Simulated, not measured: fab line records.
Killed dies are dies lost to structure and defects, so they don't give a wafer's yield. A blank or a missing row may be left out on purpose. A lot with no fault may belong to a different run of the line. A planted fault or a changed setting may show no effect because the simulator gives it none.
Matching of chambers | flow nand harc | pecvd-04 running NHARC_A_STAIRCASE_DEP_471: 3 sister chambers
The step deposits SiO2, target thk 100 nm. 6 wafers are shown with their chamber, then 7 later ones without.

WAFERS PAIRED WITH THEIR CHAMBERS
wafer  | chamber | throttle valve pct (%) | heater power w (W)
L077.3 | 1       | 15.6                   | 546
L078.5 | 2       | 15.8                   | 421
L086.5 | 0       | 14.8                   | 526
L086.6 | 2       | 15.8                   | 426
L090.3 | 1       | 15.7                   | 611
L090.5 | 0       | 14.9                   | 640

WAFERS WITH NO CHAMBER GIVEN
wafer  | throttle valve pct (%) | heater power w (W)
L090.6 | 15.8                   | 610
L089.2 | 15.8                   | 542
L089.4 | 15.8                   | 355
L089.5 | 15.8                   | 555
L097.1 | 15.8                   | 628
L097.3 | 15.7                   | 373
L097.5 | 14.5                   | 623

WHICH CHAMBER EACH ONE RAN IN
wafer  | from the rows above     | in truth
L090.6 | can't be placed: 1 or 2 | 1
L089.2 | can't be placed: 2 or 1 | 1
L089.4 | 2                       | 2
L089.5 | can't be placed: 2 or 1 | 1
L097.1 | can't be placed: 1 or 2 | 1
L097.3 | can't be placed: 2 or 1 | 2
L097.5 | 0                       | 0
Placed correctly: 2 of 7. From these rows, 5 cannot be placed; in 5 the true chamber is one of the candidates. 0 placed wrongly.
How it was worked out, from the rows above alone: a wafer's distance from a chamber is the root of the sum, over the readings, of the square of ((its reading less the chamber's mean) divided by the reading's scatter). The wafer belongs to the nearest chamber; if the next one is less than 2 further off, it can't be placed. For every chamber, the mean is computed from those of its wafers that are shown. The scatter is the square root of a quotient: the sum, over the shown wafers, of each reading's squared deviation from its chamber's mean, divided by wafers minus chambers.
